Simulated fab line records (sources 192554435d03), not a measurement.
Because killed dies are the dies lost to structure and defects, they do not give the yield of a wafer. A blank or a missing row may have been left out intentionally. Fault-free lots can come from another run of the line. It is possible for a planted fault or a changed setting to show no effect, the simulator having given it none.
Problem report in the 8D (eight disciplines) form, filled by code | flow n5Finfet | the parts of the form that need people (team, actions taken, sign-off) are left out

## 1. THE ISSUE
trenchDepthNm at N5_BEOL_M12_OCD_MEAS_35 reads a mean of 284 nm on 2 wafers of 2 lots; wafers without a fault read 319 nm with a standard deviation of 6.1. That puts it -5.8 standard deviations away from the usual mean.
First seen on wafer L405.5, day 11 02:22, on ocd-02. Wafers with a number at this step in the record: 11, from 4 lots. The rule behind "out" and "out of limits": a value lying over 4 standard deviations away from the usual mean. Any other wafer with a number is counted as sound.

## 2. WHAT IT IS; WHAT IT IS NOT
question                    | is                | is not
which readings at this step | trenchDepthNm     | -
which lots                  | L405, L406        | L402, L424
which wafers of those lots  | L405.5, L406.6    | L405.2, L406.2, L406.3
read on which gauges        | ocd-01, ocd-02    | -
when                        | from day 11 02:22 | up to then (4 sound wafers); but 5 sound wafers of L406, L424 came after

## 3. WHAT RULES OUT EACH SUSPECT
Counting: any tool at a process step up to the reading remains a suspect provided it ran every lot that is out. Sound lots after the first of them don't rule it out here, since some wafers of a struck lot are sound.
- the gauge at N5_BEOL_M12_OCD_MEAS_35 has been ruled out. The wafers that are out were read on 2 gauges (ocd-01, ocd-02).
- rieDiel-01 at N5_BEOL_M12_TRENCH_ETCH_34 (etches SiOC in C4F8/O2/Ar, target depth 318.95 nm, time 125.5 s): kept. It ran every lot that is out, first L405 (day 11 02:13); its last sound lot up to then is L402 (day 10 15:49).
After counting, what remains is rieDiel-01 at N5_BEOL_M12_TRENCH_ETCH_34.

## 4. THE CAUSE (what the simulator had put in)
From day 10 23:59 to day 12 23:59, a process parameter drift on rieDiel-01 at N5_BEOL_M12_TRENCH_ETCH_34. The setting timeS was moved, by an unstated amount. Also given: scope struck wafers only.
After counting, this tool was the only one left.

## 5. THE CHAIN OF EFFECTS, in route order
Each row: a reading whose mean over the struck wafers that have a number lies more than 3 standard deviations from the usual. Only readings for which the record gives a usual standard deviation are gone through. hours: the time from each lot's start at the first step in this table that gives one to its start at this step, as a median over the lots. sigmas: the change in usual standard deviations.
hours | step                    | reading           | usual         | on struck wafers | change  | sigmas
0     | N5_BEOL_M12_OCD_MEAS_35 | trenchDepthNm     | 319 nm        | 284              | -36     | -5.8
5     | N5_BEOL_M12_THK_MEAS_50 | M12_THK           | 324 nm        | 288              | -36     | -5.2
5     | N5_BEOL_M12_RS_MEAS_54  | M12_RS            | 0.0599 ohm/sq | 0.0675           | +0.0076 | +6.4
23    | N5_BEOL_M15_RC_MEAS_101 | SERP_M12          | 0.632 ohm/um  | 0.724            | +0.092  | +4.8
23    | N5_BEOL_M15_RC_MEAS_101 | SERP_M12_max_site | 0.646 ohm/um  | 0.744            | +0.098  | +4.9

## 6. WHAT WOULD HAVE CAUGHT IT SOONER
The first out-of-limits reading at a measuring or inspecting step in this record came at day 11 02:22, 2 hours after the fault's start at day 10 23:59.
No tool reading at N5_BEOL_M12_TRENCH_ETCH_34 that has a usual standard deviation in the record was out on any struck wafer, so an alarm limit of 4 standard deviations on those readings would not have fired.
L406, from the lots that are out (2), started N5_BEOL_M12_TRENCH_ETCH_34 on rieDiel-01 later than day 11 02:22. A tool hold placed at that time would have kept it from harm.
